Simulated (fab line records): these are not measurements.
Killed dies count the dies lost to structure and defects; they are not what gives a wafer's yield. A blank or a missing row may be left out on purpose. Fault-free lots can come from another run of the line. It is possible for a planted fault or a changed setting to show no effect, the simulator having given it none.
Which tool was responsible? || flow n5 finfet || Sampling: 24 lots, 72 wafers, 6 of 1938 route steps

## WHAT THE GAUGES SHOWED, per wafer
N5_BEOL_M11_CD_MEAS_28 targets a cd of 70 nm. Usual: cd nm at 69.9 nm, with a standard deviation of 0.89.
{"lot": "L074", "measured": "day 10 04:59", "on": "cd sem-03", "cd nm (nm)": "70.8 68.9 70.6", "flag": ""}
{"lot": "L075", "measured": "day 10 07:22", "on": "cd sem-01", "cd nm (nm)": "69.7 69.8 70.2", "flag": ""}
{"lot": "L076", "measured": "day 10 11:35", "on": "cd sem-02", "cd nm (nm)": "69.8 70.7 69.7", "flag": ""}
{"lot": "L077", "measured": "day 10 21:01", "on": "cd sem-01", "cd nm (nm)": "71.2 70.2 69.0", "flag": ""}
{"lot": "L078", "measured": "day 10 21:52", "on": "cd sem-02", "cd nm (nm)": "70.0 69.5 70.3", "flag": ""}
{"lot": "L079", "measured": "day 11 06:22", "on": "cd sem-02", "cd nm (nm)": "68.6 70.1 69.8", "flag": ""}
{"lot": "L080", "measured": "day 11 16:20", "on": "cd sem-01", "cd nm (nm)": "68.3 69.5 68.5", "flag": ""}
{"lot": "L081", "measured": "day 12 09:06", "on": "cd sem-03", "cd nm (nm)": "69.9 70.5 70.7", "flag": ""}
{"lot": "L082", "measured": "day 12 15:54", "on": "cd sem-01", "cd nm (nm)": "69.6 71.5 70.2", "flag": ""}
{"lot": "L083", "measured": "day 13 01:50", "on": "cd sem-02", "cd nm (nm)": "68.8 68.6 69.8", "flag": ""}
{"lot": "L085", "measured": "day 13 12:43", "on": "cd sem-02", "cd nm (nm)": "69.0 69.9 68.1", "flag": ""}
{"lot": "L084", "measured": "day 13 12:53", "on": "cd sem-03", "cd nm (nm)": "69.8 70.2 70.6", "flag": ""}
{"lot": "L086", "measured": "day 13 14:32", "on": "cd sem-02", "cd nm (nm)": "69.5 70.8 69.5", "flag": ""}
{"lot": "L088", "measured": "day 13 15:08", "on": "cd sem-03", "cd nm (nm)": "70.9 69.5 70.6", "flag": ""}
{"lot": "L089", "measured": "day 13 22:44", "on": "cd sem-02", "cd nm (nm)": "69.7 69.3 68.8", "flag": ""}
{"lot": "L087", "measured": "day 13 22:56", "on": "cd sem-01", "cd nm (nm)": "71.4 70.5 71.7", "flag": ""}
{"lot": "L090", "measured": "day 14 04:32", "on": "cd sem-01", "cd nm (nm)": "69.6 70.5 70.6", "flag": ""}
{"lot": "L094", "measured": "day 15 03:15", "on": "cd sem-03", "cd nm (nm)": "68.7 69.1 69.2", "flag": ""}
{"lot": "L091", "measured": "day 15 11:17", "on": "cd sem-02", "cd nm (nm)": "68.9 68.2 69.2", "flag": ""}
{"lot": "L093", "measured": "day 15 12:05", "on": "cd sem-02", "cd nm (nm)": "71.5 69.8 71.5", "flag": ""}
{"lot": "L092", "measured": "day 15 12:16", "on": "cd sem-01", "cd nm (nm)": "69.7 69.0 69.1", "flag": ""}
{"lot": "L095", "measured": "day 16 04:10", "on": "cd sem-01", "cd nm (nm)": "71.1 70.1 70.8", "flag": ""}
{"lot": "L096", "measured": "day 16 04:20", "on": "cd sem-02", "cd nm (nm)": "68.8 69.8 71.4", "flag": ""}
{"lot": "L097", "measured": "day 16 10:09", "on": "cd sem-03", "cd nm (nm)": "70.1 70.8 70.1", "flag": ""}

N5_BEOL_M12_CD_MEAS_10 targets a cd of 140 nm. Usual: cd nm at 139.0 nm, with a standard deviation of 2.3.
{"lot": "L074", "measured": "day 10 10:11", "on": "cd sem-02", "cd nm (nm)": "143.6 138.6 142.0", "flag": ""}
{"lot": "L075", "measured": "day 10 11:27", "on": "cd sem-03", "cd nm (nm)": "144.0 142.6 141.9", "flag": ""}
{"lot": "L076", "measured": "day 10 15:10", "on": "cd sem-01", "cd nm (nm)": "142.1 138.0 140.3", "flag": ""}
{"lot": "L077", "measured": "day 11 00:54", "on": "cd sem-02", "cd nm (nm)": "135.9 137.7 136.6", "flag": ""}
{"lot": "L078", "measured": "day 11 02:46", "on": "cd sem-03", "cd nm (nm)": "135.2 138.9 137.8", "flag": ""}
{"lot": "L079", "measured": "day 11 11:32", "on": "cd sem-02", "cd nm (nm)": "142.7 140.2 141.2", "flag": ""}
{"lot": "L080", "measured": "day 11 20:24", "on": "cd sem-03", "cd nm (nm)": "141.7 139.3 139.7", "flag": ""}
{"lot": "L081", "measured": "day 12 13:57", "on": "cd sem-01", "cd nm (nm)": "139.1 139.2 137.7", "flag": ""}
{"lot": "L082", "measured": "day 12 20:59", "on": "cd sem-02", "cd nm (nm)": "138.2 137.0 139.2", "flag": ""}
{"lot": "L083", "measured": "day 13 06:43", "on": "cd sem-01", "cd nm (nm)": "142.2 140.2 139.6", "flag": ""}
{"lot": "L085", "measured": "day 13 16:32", "on": "cd sem-02", "cd nm (nm)": "141.2 138.9 142.0", "flag": ""}
{"lot": "L084", "measured": "day 13 17:50", "on": "cd sem-02", "cd nm (nm)": "138.1 137.4 136.0", "flag": ""}
{"lot": "L086", "measured": "day 13 18:41", "on": "cd sem-01", "cd nm (nm)": "139.7 138.1 137.5", "flag": ""}
{"lot": "L088", "measured": "day 13 19:35", "on": "cd sem-03", "cd nm (nm)": "138.6 135.4 136.8", "flag": ""}
{"lot": "L089", "measured": "day 14 03:49", "on": "cd sem-03", "cd nm (nm)": "135.6 137.1 135.6", "flag": ""}
{"lot": "L087", "measured": "day 14 03:33", "on": "cd sem-02", "cd nm (nm)": "141.1 138.9 138.5", "flag": ""}
{"lot": "L090", "measured": "day 14 08:13", "on": "cd sem-03", "cd nm (nm)": "136.7 136.2 136.5", "flag": ""}
{"lot": "L094", "measured": "day 15 08:53", "on": "cd sem-02", "cd nm (nm)": "133.8 134.8 135.3", "flag": ""}
{"lot": "L091", "measured": "day 15 15:45", "on": "cd sem-03", "cd nm (nm)": "139.3 140.0 142.3", "flag": ""}
{"lot": "L093", "measured": "day 15 16:34", "on": "cd sem-02", "cd nm (nm)": "140.6 139.9 139.4", "flag": ""}
{"lot": "L092", "measured": "day 15 16:44", "on": "cd sem-02", "cd nm (nm)": "138.0 137.8 136.6", "flag": ""}
{"lot": "L095", "measured": "day 16 07:59", "on": "cd sem-01", "cd nm (nm)": "142.2 141.4 140.5", "flag": ""}
{"lot": "L096", "measured": "day 16 08:09", "on": "cd sem-03", "cd nm (nm)": "138.2 137.7 139.2", "flag": ""}
{"lot": "L097", "measured": "day 16 14:48", "on": "cd sem-02", "cd nm (nm)": "139.2 138.3 140.3", "flag": ""}

N5_BEOL_M12_OVL_MEAS_11. Usual: for V11_OVL the level is -1 nm and the standard deviation is 5.7.
{"lot": "L074", "measured": "day 10 10:13", "on": "overlay-01", "V11_OVL (nm)": "-10 -5 -1", "flag": ""}
{"lot": "L075", "measured": "day 10 11:29", "on": "overlay-02", "V11_OVL (nm)": "4 7 -1", "flag": ""}
{"lot": "L076", "measured": "day 10 15:11", "on": "overlay-02", "V11_OVL (nm)": "-3 13 10", "flag": ""}
{"lot": "L077", "measured": "day 11 00:56", "on": "overlay-02", "V11_OVL (nm)": "-2 -4 3", "flag": ""}
{"lot": "L078", "measured": "day 11 02:47", "on": "overlay-01", "V11_OVL (nm)": "-2 -3 -8", "flag": ""}
{"lot": "L079", "measured": "day 11 11:34", "on": "overlay-02", "V11_OVL (nm)": "0 -1 7", "flag": ""}
{"lot": "L080", "measured": "day 11 20:26", "on": "overlay-02", "V11_OVL (nm)": "-2 -9 -5", "flag": ""}
{"lot": "L081", "measured": "day 12 13:59", "on": "overlay-01", "V11_OVL (nm)": "-9 -10 -11", "flag": ""}
{"lot": "L082", "measured": "day 12 21:01", "on": "overlay-01", "V11_OVL (nm)": "-7 -7 0", "flag": ""}
{"lot": "L083", "measured": "day 13 06:45", "on": "overlay-02", "V11_OVL (nm)": "4 -4 -1", "flag": ""}
{"lot": "L085", "measured": "day 13 16:34", "on": "overlay-01", "V11_OVL (nm)": "-1 9 3", "flag": ""}
{"lot": "L084", "measured": "day 13 17:52", "on": "overlay-02", "V11_OVL (nm)": "-2 2 4", "flag": ""}
{"lot": "L086", "measured": "day 13 18:43", "on": "overlay-01", "V11_OVL (nm)": "2 6 6", "flag": ""}
{"lot": "L088", "measured": "day 13 19:37", "on": "overlay-02", "V11_OVL (nm)": "-4 3 -8", "flag": ""}
{"lot": "L089", "measured": "day 14 03:52", "on": "overlay-02", "V11_OVL (nm)": "-4 -3 -8", "flag": ""}
{"lot": "L087", "measured": "day 14 03:35", "on": "overlay-01", "V11_OVL (nm)": "6 4 4", "flag": ""}
{"lot": "L090", "measured": "day 14 08:14", "on": "overlay-01", "V11_OVL (nm)": "2 -5 -3", "flag": ""}
{"lot": "L094", "measured": "day 15 08:55", "on": "overlay-02", "V11_OVL (nm)": "6 1 7", "flag": ""}
{"lot": "L091", "measured": "day 15 15:47", "on": "overlay-01", "V11_OVL (nm)": "-8 -13 -8", "flag": ""}
{"lot": "L093", "measured": "day 15 16:37", "on": "overlay-01", "V11_OVL (nm)": "3 2 2", "flag": ""}
{"lot": "L092", "measured": "day 15 16:46", "on": "overlay-01", "V11_OVL (nm)": "-10 -6 -7", "flag": ""}
{"lot": "L095", "measured": "day 16 08:01", "on": "overlay-01", "V11_OVL (nm)": "3 -5 -1", "flag": ""}
{"lot": "L096", "measured": "day 16 08:11", "on": "overlay-01", "V11_OVL (nm)": "-11 -11 -7", "flag": ""}
{"lot": "L097", "measured": "day 16 14:52", "on": "overlay-02", "V11_OVL (nm)": "1 5 9", "flag": ""}

N5_BEOL_M12_INSPECT_12: inspects for defects (macro). Usual: raw defect count at 2.1, with a standard deviation of 1.5.
{"lot": "L074", "measured": "day 10 10:14", "on": "defect inspect-01", "raw defect count": "2 4 2", "flag": ""}
{"lot": "L075", "measured": "day 10 11:30", "on": "defect inspect-02", "raw defect count": "1 0 2", "flag": ""}
{"lot": "L076", "measured": "day 10 15:13", "on": "defect inspect-02", "raw defect count": "0 3 0", "flag": ""}
{"lot": "L077", "measured": "day 11 00:57", "on": "defect inspect-02", "raw defect count": "1 3 0", "flag": ""}
{"lot": "L078", "measured": "day 11 02:49", "on": "defect inspect-01", "raw defect count": "2 3 1", "flag": ""}
{"lot": "L079", "measured": "day 11 11:35", "on": "defect inspect-01", "raw defect count": "4 1 2", "flag": ""}
{"lot": "L080", "measured": "day 11 20:28", "on": "defect inspect-02", "raw defect count": "5 2 3", "flag": ""}
{"lot": "L081", "measured": "day 12 14:00", "on": "defect inspect-02", "raw defect count": "4 0 2", "flag": ""}
{"lot": "L082", "measured": "day 12 21:03", "on": "defect inspect-02", "raw defect count": "3 5 2", "flag": ""}
{"lot": "L083", "measured": "day 13 06:46", "on": "defect inspect-01", "raw defect count": "0 2 2", "flag": ""}
{"lot": "L085", "measured": "day 13 16:35", "on": "defect inspect-02", "raw defect count": "9 3 2", "flag": ""}
{"lot": "L084", "measured": "day 13 17:53", "on": "defect inspect-01", "raw defect count": "3 1 1", "flag": ""}
{"lot": "L086", "measured": "day 13 18:45", "on": "defect inspect-01", "raw defect count": "1 1 1", "flag": ""}
{"lot": "L088", "measured": "day 13 19:38", "on": "defect inspect-02", "raw defect count": "4 2 2", "flag": ""}
{"lot": "L089", "measured": "day 14 03:53", "on": "defect inspect-02", "raw defect count": "2 1 1", "flag": ""}
{"lot": "L087", "measured": "day 14 03:37", "on": "defect inspect-01", "raw defect count": "3 1 5", "flag": ""}
{"lot": "L090", "measured": "day 14 08:16", "on": "defect inspect-01", "raw defect count": "5 3 0", "flag": ""}
{"lot": "L094", "measured": "day 15 08:56", "on": "defect inspect-02", "raw defect count": "2 2 2", "flag": ""}
{"lot": "L091", "measured": "day 15 15:49", "on": "defect inspect-02", "raw defect count": "1 2 1", "flag": ""}
{"lot": "L093", "measured": "day 15 16:38", "on": "defect inspect-01", "raw defect count": "0 1 3", "flag": ""}
{"lot": "L092", "measured": "day 15 16:47", "on": "defect inspect-02", "raw defect count": "4 5 2", "flag": ""}
{"lot": "L095", "measured": "day 16 08:02", "on": "defect inspect-01", "raw defect count": "2 3 2", "flag": ""}
{"lot": "L096", "measured": "day 16 08:13", "on": "defect inspect-02", "raw defect count": "1 2 4", "flag": ""}
{"lot": "L097", "measured": "day 16 14:53", "on": "defect inspect-01", "raw defect count": "1 1 1", "flag": ""}

N5_BEOL_M12_OVL_MEAS_29. Usual: for M12_OVL the level is 4 nm and the standard deviation is 5.6.
{"lot": "L074", "measured": "day 10 11:15", "on": "overlay-01", "M12_OVL (nm)": "6 -6 4", "flag": ""}
{"lot": "L075", "measured": "day 10 12:36", "on": "overlay-02", "M12_OVL (nm)": "15 15 7", "flag": ""}
{"lot": "L076", "measured": "day 10 16:18", "on": "overlay-02", "M12_OVL (nm)": "14 9 0", "flag": ""}
{"lot": "L077", "measured": "day 11 01:52", "on": "overlay-01", "M12_OVL (nm)": "12 13 9", "flag": ""}
{"lot": "L078", "measured": "day 11 03:50", "on": "overlay-01", "M12_OVL (nm)": "6 7 -5", "flag": ""}
{"lot": "L079", "measured": "day 11 12:28", "on": "overlay-02", "M12_OVL (nm)": "16 2 8", "flag": ""}
{"lot": "L080", "measured": "day 11 21:20", "on": "overlay-02", "M12_OVL (nm)": "0 -1 -5", "flag": ""}
{"lot": "L081", "measured": "day 12 14:56", "on": "overlay-01", "M12_OVL (nm)": "1 -4 7", "flag": ""}
{"lot": "L082", "measured": "day 12 21:56", "on": "overlay-02", "M12_OVL (nm)": "3 -3 -4", "flag": ""}
{"lot": "L083", "measured": "day 13 07:47", "on": "overlay-02", "M12_OVL (nm)": "12 8 8", "flag": ""}
{"lot": "L085", "measured": "day 13 17:28", "on": "overlay-01", "M12_OVL (nm)": "6 -5 5", "flag": ""}
{"lot": "L084", "measured": "day 13 18:52", "on": "overlay-02", "M12_OVL (nm)": "0 0 3", "flag": ""}
{"lot": "L086", "measured": "day 13 19:39", "on": "overlay-01", "M12_OVL (nm)": "-1 5 4", "flag": ""}
{"lot": "L088", "measured": "day 13 21:45", "on": "overlay-02", "M12_OVL (nm)": "8 15 8", "flag": ""}
{"lot": "L089", "measured": "day 14 05:08", "on": "overlay-01", "M12_OVL (nm)": "0 4 -5", "flag": ""}
{"lot": "L087", "measured": "day 14 04:44", "on": "overlay-01", "M12_OVL (nm)": "2 3 8", "flag": ""}
{"lot": "L090", "measured": "day 14 10:17", "on": "overlay-02", "M12_OVL (nm)": "16 8 6", "flag": ""}
{"lot": "L094", "measured": "day 15 10:37", "on": "overlay-01", "M12_OVL (nm)": "7 1 5", "flag": ""}
{"lot": "L091", "measured": "day 15 17:10", "on": "overlay-02", "M12_OVL (nm)": "9 5 2", "flag": ""}
{"lot": "L093", "measured": "day 15 17:49", "on": "overlay-02", "M12_OVL (nm)": "10 7 8", "flag": ""}
{"lot": "L092", "measured": "day 15 18:03", "on": "overlay-02", "M12_OVL (nm)": "14 2 7", "flag": ""}
{"lot": "L095", "measured": "day 16 10:10", "on": "overlay-01", "M12_OVL (nm)": "-2 -11 -8", "flag": ""}
{"lot": "L096", "measured": "day 16 10:33", "on": "overlay-02", "M12_OVL (nm)": "5 11 4", "flag": ""}
{"lot": "L097", "measured": "day 16 16:15", "on": "overlay-01", "M12_OVL (nm)": "4 6 9", "flag": ""}

## WHAT TOOL EACH LOT RAN ON (gives the tool, then ch and the chambers of the sampled wafers, and finally the start)
{"lot": "L074", "N5_BEOL_M11_DESCUM_33": "rie diel-02 ch 0,2,3, day 10 05:53"}
{"lot": "L075", "N5_BEOL_M11_DESCUM_33": "rie diel-02 ch 1,2, day 10 07:43"}
{"lot": "L076", "N5_BEOL_M11_DESCUM_33": "rie diel-02 ch 0,1,2, day 10 11:40"}
{"lot": "L077", "N5_BEOL_M11_DESCUM_33": "rie diel-05 ch 1,2,3, day 10 21:06"}
{"lot": "L078", "N5_BEOL_M11_DESCUM_33": "rie diel-05 ch 0,3, day 10 21:58"}
{"lot": "L079", "N5_BEOL_M11_DESCUM_33": "rie diel-05 ch 1,3, day 11 06:28"}
{"lot": "L080", "N5_BEOL_M11_DESCUM_33": "rie diel-06 ch 0,2,3, day 11 16:26"}
{"lot": "L081", "N5_BEOL_M11_DESCUM_33": "rie diel-06 ch 0,1,3, day 12 09:11"}
{"lot": "L082", "N5_BEOL_M11_DESCUM_33": "rie diel-02 ch 1,2, day 12 15:59"}
{"lot": "L083", "N5_BEOL_M11_DESCUM_33": "rie diel-05 ch 1,2,3, day 13 01:55"}
{"lot": "L085", "N5_BEOL_M11_DESCUM_33": "rie diel-05 ch 0,1,2, day 13 13:01"}
{"lot": "L084", "N5_BEOL_M11_DESCUM_33": "rie diel-06 ch 1,2, day 13 13:04"}
{"lot": "L086", "N5_BEOL_M11_DESCUM_33": "rie diel-02 ch 0,1,3, day 13 14:41"}
{"lot": "L088", "N5_BEOL_M11_DESCUM_33": "rie diel-06 ch 0,2,3, day 13 15:13"}
{"lot": "L089", "N5_BEOL_M11_DESCUM_33": "rie diel-05 ch 1,2, day 13 22:49"}
{"lot": "L087", "N5_BEOL_M11_DESCUM_33": "rie diel-02 ch 2,3, day 13 23:01"}
{"lot": "L090", "N5_BEOL_M11_DESCUM_33": "rie diel-02 ch 1,2, day 14 04:37"}
{"lot": "L094", "N5_BEOL_M11_DESCUM_33": "rie diel-02 ch 2,3, day 15 03:20"}
{"lot": "L091", "N5_BEOL_M11_DESCUM_33": "rie diel-02 ch 0,1,2, day 15 11:22"}
{"lot": "L093", "N5_BEOL_M11_DESCUM_33": "rie diel-06 ch 1,2, day 15 12:17"}
{"lot": "L092", "N5_BEOL_M11_DESCUM_33": "rie diel-05 ch 1,2, day 15 12:23"}
{"lot": "L095", "N5_BEOL_M11_DESCUM_33": "rie diel-06 ch 1,2,3, day 16 04:16"}
{"lot": "L096", "N5_BEOL_M11_DESCUM_33": "rie diel-05 ch 0,1,3, day 16 04:26"}
{"lot": "L097", "N5_BEOL_M11_DESCUM_33": "rie diel-06 ch 2,3, day 16 10:58"}
- N5_BEOL_M11_DESCUM_33: chemistry O2, time 7.9 s.

## AS READ BY THE TOOLS THEMSELVES (means over the sampled wafers that have a number; for cases with no such wafer, the mark the record gives instead)
N5_BEOL_M11_DESCUM_33. Usual: drypump motor current A 5.6 A, standard deviation 0.5; oes product au 0.78 a.u., standard deviation 0.09; rf vpp V 244.0 V, standard deviation 1.4; showerhead plenum p Torr 2.14 Torr, standard deviation 0.076; throttle valve pct 20.47 %, standard deviation 0.27.
{"lot": "L074", "tool": "rie diel-02", "drypump motor current A (A)": 5.2, "oes product au (a.u.)": 0.81, "rf vpp V (V)": 244.0, "showerhead plenum p Torr (Torr)": 2.18, "throttle valve pct (%)": 20.46, "flag": ""}
{"lot": "L075", "tool": "rie diel-02", "drypump motor current A (A)": 5.2, "oes product au (a.u.)": 0.96, "rf vpp V (V)": 245.1, "showerhead plenum p Torr (Torr)": 2.22, "throttle valve pct (%)": 20.20, "flag": ""}
{"lot": "L076", "tool": "rie diel-02", "drypump motor current A (A)": 5.3, "oes product au (a.u.)": 0.88, "rf vpp V (V)": 244.8, "showerhead plenum p Torr (Torr)": 2.21, "throttle valve pct (%)": 20.50, "flag": ""}
{"lot": "L077", "tool": "rie diel-05", "drypump motor current A (A)": 5.4, "oes product au (a.u.)": 0.76, "rf vpp V (V)": 244.5, "showerhead plenum p Torr (Torr)": 2.15, "throttle valve pct (%)": 20.52, "flag": ""}
{"lot": "L078", "tool": "rie diel-05", "drypump motor current A (A)": 6.0, "oes product au (a.u.)": 0.71, "rf vpp V (V)": 243.4, "showerhead plenum p Torr (Torr)": 2.04, "throttle valve pct (%)": 20.50, "flag": ""}
{"lot": "L079", "tool": "rie diel-05", "drypump motor current A (A)": 5.7, "oes product au (a.u.)": 0.81, "rf vpp V (V)": 243.8, "showerhead plenum p Torr (Torr)": 2.15, "throttle valve pct (%)": 20.45, "flag": ""}
{"lot": "L080", "tool": "rie diel-06", "drypump motor current A (A)": 5.8, "oes product au (a.u.)": 0.79, "rf vpp V (V)": 242.7, "showerhead plenum p Torr (Torr)": 2.07, "throttle valve pct (%)": 20.33, "flag": ""}
{"lot": "L081", "tool": "rie diel-06", "drypump motor current A (A)": 6.1, "oes product au (a.u.)": 0.75, "rf vpp V (V)": 242.6, "showerhead plenum p Torr (Torr)": 2.11, "throttle valve pct (%)": 20.25, "flag": ""}
{"lot": "L082", "tool": "rie diel-02", "drypump motor current A (A)": 5.4, "oes product au (a.u.)": 0.93, "rf vpp V (V)": 245.3, "showerhead plenum p Torr (Torr)": 2.21, "throttle valve pct (%)": 20.46, "flag": ""}
{"lot": "L083", "tool": "rie diel-05", "drypump motor current A (A)": 5.4, "oes product au (a.u.)": 0.74, "rf vpp V (V)": 244.2, "showerhead plenum p Torr (Torr)": 2.14, "throttle valve pct (%)": 20.54, "flag": ""}
{"lot": "L085", "tool": "rie diel-05", "drypump motor current A (A)": 5.6, "oes product au (a.u.)": 0.73, "rf vpp V (V)": 242.6, "showerhead plenum p Torr (Torr)": 2.07, "throttle valve pct (%)": 20.65, "flag": ""}
{"lot": "L084", "tool": "rie diel-06", "drypump motor current A (A)": 6.1, "oes product au (a.u.)": 0.87, "rf vpp V (V)": 243.3, "showerhead plenum p Torr (Torr)": 2.09, "throttle valve pct (%)": 20.21, "flag": ""}
{"lot": "L086", "tool": "rie diel-02", "drypump motor current A (A)": 5.4, "oes product au (a.u.)": 0.78, "rf vpp V (V)": 244.7, "showerhead plenum p Torr (Torr)": 2.18, "throttle valve pct (%)": 20.73, "flag": ""}
{"lot": "L088", "tool": "rie diel-06", "drypump motor current A (A)": 5.8, "oes product au (a.u.)": 0.77, "rf vpp V (V)": 242.9, "showerhead plenum p Torr (Torr)": 2.06, "throttle valve pct (%)": 20.35, "flag": ""}
{"lot": "L089", "tool": "rie diel-05", "drypump motor current A (A)": 5.5, "oes product au (a.u.)": 0.78, "rf vpp V (V)": 243.1, "showerhead plenum p Torr (Torr)": 2.12, "throttle valve pct (%)": 20.64, "flag": ""}
{"lot": "L087", "tool": "rie diel-02", "drypump motor current A (A)": 5.3, "oes product au (a.u.)": 0.77, "rf vpp V (V)": 244.5, "showerhead plenum p Torr (Torr)": 2.17, "throttle valve pct (%)": 20.39, "flag": ""}
{"lot": "L090", "tool": "rie diel-02", "drypump motor current A (A)": 5.4, "oes product au (a.u.)": 0.90, "rf vpp V (V)": 245.3, "showerhead plenum p Torr (Torr)": 2.21, "throttle valve pct (%)": 20.48, "flag": ""}
{"lot": "L094", "tool": "rie diel-02", "drypump motor current A (A)": 5.2, "oes product au (a.u.)": 0.83, "rf vpp V (V)": 245.2, "showerhead plenum p Torr (Torr)": 2.18, "throttle valve pct (%)": 20.21, "flag": ""}
{"lot": "L091", "tool": "rie diel-02", "drypump motor current A (A)": 5.3, "oes product au (a.u.)": 0.83, "rf vpp V (V)": 244.9, "showerhead plenum p Torr (Torr)": 2.20, "throttle valve pct (%)": 20.55, "flag": ""}
{"lot": "L093", "tool": "rie diel-06", "drypump motor current A (A)": 6.4, "oes product au (a.u.)": 0.83, "rf vpp V (V)": 244.1, "showerhead plenum p Torr (Torr)": 2.14, "throttle valve pct (%)": 20.15, "flag": ""}
{"lot": "L092", "tool": "rie diel-05", "drypump motor current A (A)": 5.5, "oes product au (a.u.)": 0.77, "rf vpp V (V)": 242.9, "showerhead plenum p Torr (Torr)": 2.12, "throttle valve pct (%)": 20.66, "flag": ""}
{"lot": "L095", "tool": "rie diel-06", "drypump motor current A (A)": 6.3, "oes product au (a.u.)": 0.79, "rf vpp V (V)": 243.5, "showerhead plenum p Torr (Torr)": 2.13, "throttle valve pct (%)": 20.25, "flag": ""}
{"lot": "L096", "tool": "rie diel-05", "drypump motor current A (A)": 5.8, "oes product au (a.u.)": 0.80, "rf vpp V (V)": 244.5, "showerhead plenum p Torr (Torr)": 2.16, "throttle valve pct (%)": 20.39, "flag": ""}
{"lot": "L097", "tool": "rie diel-06", "drypump motor current A (A)": 6.1, "oes product au (a.u.)": 0.81, "rf vpp V (V)": 243.6, "showerhead plenum p Torr (Torr)": 2.08, "throttle valve pct (%)": 20.35, "flag": ""}

## THE ANSWER, worked out from the rows above alone
Rule: lot off if the mean of its wafers having a number is beyond 3 standard deviations from the usual mean. Also off: a lot with no number at a reading for which 4 or more lots have one. Any other lot the step has rows for is counted as sound. The gauges are gone through in route order, then the tools' own readings, and for those a lot's mean is taken as printed above. At the first step where some lot is off, the reading lying furthest off is the one used; lots without a number count as furthest.
No lot is off on any of the readings shown, so nothing can be concluded from this.

## WHAT HAD BEEN PUT IN BY THE SIMULATOR
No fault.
